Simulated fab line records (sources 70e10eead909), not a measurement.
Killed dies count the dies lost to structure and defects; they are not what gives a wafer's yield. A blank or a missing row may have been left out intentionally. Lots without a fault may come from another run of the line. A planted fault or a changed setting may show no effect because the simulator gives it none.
Chamber matching || flow nand harc || rie diel-08 running NHARC_A_BLC_ETCH_16: 4 sister chambers
The step etches the open film in CF4, target depth 39 nm, time 65 s. 4 wafers are shown with their chamber, then 7 later ones without.

WAFERS WITH THEIR CHAMBER
{"wafer": "L106.6", "chamber": 2, "drypump motor current A (A)": 5.3}
{"wafer": "L108.2", "chamber": 0, "drypump motor current A (A)": 5.3}
{"wafer": "L117.1", "chamber": 3, "drypump motor current A (A)": 6.0}
{"wafer": "L117.3", "chamber": 1, "drypump motor current A (A)": 6.2}

WAFERS WITHOUT THEIR CHAMBER
{"wafer": "L117.6", "drypump motor current A (A)": 5.3}
{"wafer": "L123.1", "drypump motor current A (A)": 5.3}
{"wafer": "L123.2", "drypump motor current A (A)": 6.3}
{"wafer": "L123.4", "drypump motor current A (A)": 6.3}
{"wafer": "L127.2", "drypump motor current A (A)": 6.3}
{"wafer": "L127.4", "drypump motor current A (A)": 6.0}
{"wafer": "L127.6", "drypump motor current A (A)": 5.3}

EACH ONE'S CHAMBER
{"wafer": "L117.6", "from the rows above": "can't be placed: 0 or 2", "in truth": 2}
{"wafer": "L123.1", "from the rows above": "can't be placed: 0 or 2", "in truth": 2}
{"wafer": "L123.2", "from the rows above": 1, "in truth": 1}
{"wafer": "L123.4", "from the rows above": 1, "in truth": 1}
{"wafer": "L127.2", "from the rows above": 1, "in truth": 1}
{"wafer": "L127.4", "from the rows above": 3, "in truth": 3}
{"wafer": "L127.6", "from the rows above": "can't be placed: 0 or 2", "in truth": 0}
Correct placement for 4 of the 7. Unplaceable from these rows: 3, with the true chamber sitting among the candidates in 3. Number placed wrongly: 0.
How it was worked out, from the rows above alone: a wafer's distance from a chamber is the root of the sum, over the readings, of the square of ((its reading less the chamber's mean) divided by the reading's scatter). If the next closest chamber is less than 2 further off than the closest, the wafer can't be placed; otherwise it belongs to the closest. A chamber's mean is the mean of its shown wafers. The scatter (one wafer shown for each chamber): square how far every hidden wafer sits from the nearest shown wafer, average those squares and take the square root.
